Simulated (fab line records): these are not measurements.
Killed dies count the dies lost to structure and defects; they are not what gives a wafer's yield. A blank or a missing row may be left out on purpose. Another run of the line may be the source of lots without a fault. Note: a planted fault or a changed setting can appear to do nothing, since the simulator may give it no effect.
Split-lot study || flow n5Finfet || route with 1938 steps; 7 lots, 21 wafers read

== ON THE SPLIT ==
At N5_BEOL_M5_ETCH_62 (etches SOC in N2/H2, target depth 75 nm, overetch 15 nm, time 112.5 s), the setting sourceW was moved away from the recipe's 840 W on 5 of the 21 wafers read, by -14.2% to +15.1%. This setting was run at the recipe's value on the other wafers.

The reading comes from the split's own step.

== THE READING ==
rfVppV, in V, at N5_BEOL_M5_ETCH_62 (etches SOC in N2/H2, target depth 75 nm, overetch 15 nm, time 112.5 s). Typical for fault-free wafers on this fab line: 523.7 V, with standard deviation 1.8 V.

{"wafer": "L074.1", "tool, chamber at the split": "rieDiel-03, 2", "sourceW as run, W": 720.8, "against the recipe": "-14.2%", "rfVppV, V": 552.9, "against lot-mates on the recipe": "+26.3"}
{"wafer": "L074.4", "tool, chamber at the split": "rieDiel-03, 1", "sourceW as run, W": 840, "against the recipe": "recipe", "rfVppV, V": 526.6, "against lot-mates on the recipe": "-"}
{"wafer": "L074.5", "tool, chamber at the split": "rieDiel-03, 3", "sourceW as run, W": 720.8, "against the recipe": "-14.2%", "rfVppV, V": 550.6, "against lot-mates on the recipe": "+24.0"}
{"wafer": "L080.3", "tool, chamber at the split": "rieDiel-05, 3", "sourceW as run, W": 799.7, "against the recipe": "-4.8%", "rfVppV, V": 529.1, "against lot-mates on the recipe": "+7.8"}
{"wafer": "L080.5", "tool, chamber at the split": "rieDiel-05, 3", "sourceW as run, W": 840, "against the recipe": "recipe", "rfVppV, V": 521.3, "against lot-mates on the recipe": "-"}
{"wafer": "L080.6", "tool, chamber at the split": "rieDiel-05, 0", "sourceW as run, W": 799.7, "against the recipe": "-4.8%", "rfVppV, V": 531.0, "against lot-mates on the recipe": "+9.7"}
{"wafer": "L081.1", "tool, chamber at the split": "rieDiel-03, 3", "sourceW as run, W": 840, "against the recipe": "recipe", "rfVppV, V": 524.4, "against lot-mates on the recipe": "-"}
{"wafer": "L081.2", "tool, chamber at the split": "rieDiel-03, 2", "sourceW as run, W": 966.5, "against the recipe": "+15.1%", "rfVppV, V": 502.7, "against lot-mates on the recipe": -21.6}
{"wafer": "L081.5", "tool, chamber at the split": "rieDiel-03, 3", "sourceW as run, W": 840, "against the recipe": "recipe", "rfVppV, V": 524.2, "against lot-mates on the recipe": "-"}
{"wafer": "L083.1", "tool, chamber at the split": "rieDiel-03, 3", "sourceW as run, W": 840, "against the recipe": "recipe", "rfVppV, V": 525.0, "against lot-mates on the recipe": "-"}
{"wafer": "L083.2", "tool, chamber at the split": "rieDiel-03, 1", "sourceW as run, W": 840, "against the recipe": "recipe", "rfVppV, V": 526.2, "against lot-mates on the recipe": "-"}
{"wafer": "L083.6", "tool, chamber at the split": "rieDiel-03, 2", "sourceW as run, W": 840, "against the recipe": "recipe", "rfVppV, V": 526.4, "against lot-mates on the recipe": "-"}
{"wafer": "L084.3", "tool, chamber at the split": "rieDiel-03, 3", "sourceW as run, W": 840, "against the recipe": "recipe", "rfVppV, V": 525.9, "against lot-mates on the recipe": "-"}
{"wafer": "L084.4", "tool, chamber at the split": "rieDiel-03, 2", "sourceW as run, W": 840, "against the recipe": "recipe", "rfVppV, V": 526.0, "against lot-mates on the recipe": "-"}
{"wafer": "L084.5", "tool, chamber at the split": "rieDiel-03, 1", "sourceW as run, W": 840, "against the recipe": "recipe", "rfVppV, V": 525.6, "against lot-mates on the recipe": "-"}
{"wafer": "L090.3", "tool, chamber at the split": "rieDiel-05, 2", "sourceW as run, W": 840, "against the recipe": "recipe", "rfVppV, V": 523.9, "against lot-mates on the recipe": "-"}
{"wafer": "L090.4", "tool, chamber at the split": "rieDiel-05, 1", "sourceW as run, W": 840, "against the recipe": "recipe", "rfVppV, V": 527.4, "against lot-mates on the recipe": "-"}
{"wafer": "L090.5", "tool, chamber at the split": "rieDiel-05, 2", "sourceW as run, W": 840, "against the recipe": "recipe", "rfVppV, V": 524.1, "against lot-mates on the recipe": "-"}
{"wafer": "L097.1", "tool, chamber at the split": "rieDiel-03, 0", "sourceW as run, W": 840, "against the recipe": "recipe", "rfVppV, V": 522.2, "against lot-mates on the recipe": "-"}
{"wafer": "L097.4", "tool, chamber at the split": "rieDiel-03, 3", "sourceW as run, W": 840, "against the recipe": "recipe", "rfVppV, V": 523.8, "against lot-mates on the recipe": "-"}
{"wafer": "L097.6", "tool, chamber at the split": "rieDiel-03, 0", "sourceW as run, W": 840, "against the recipe": "recipe", "rfVppV, V": 521.4, "against lot-mates on the recipe": "-"}

FIT RESULTS
A straight line over all 21 wafers: rfVppV changes by -1.7 V for each +1% of sourceW; r = -0.97; the points scatter about the line by 2.3 V.
The same after taking each lot's own level away (the mean of its wafers on the recipe; 21 wafers): -1.65 V for each +1%; r = -0.99; scatter 1.3 V.
According to that fit, moving sourceW by its largest amount changes the reading by 25 V.
From 521.30 to 526.60 V: that is the span of the lots' own levels, equal to 2.9 times the standard deviation above.
Hence the lot-to-lot level has little effect on the slope; both slopes agree.
Check: for one of the wafers moved furthest among these (+15.1%), held out of the fit, the line's prediction against its lot-mates is -26.7 V. It came out at -21.6 V against them.
Tool readings at the split's step, against how far the setting was moved: rfVppV r = -0.97.

== FURTHER SPLITS ON THESE WAFERS ==
Other splits were also applied to these wafers ahead of the reading. Each is held against what the fit with the lots' levels taken away leaves over:
{"other split on the same wafers": "N5_BEOL_M3_EXPOSE_08 doseMj", "wafers away from the commonest value": 5, "r with rfVppV (lot level and that fit taken away)": -0.32}
{"other split on the same wafers": "N5_BEOL_M3_ETCH_64 timeS", "wafers away from the commonest value": 8, "r with rfVppV (lot level and that fit taken away)": "+0.06"}

== FILE'S OWN FIT ==
rfVppV changes by -1.61 V for each +1% of sourceW, r = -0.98.
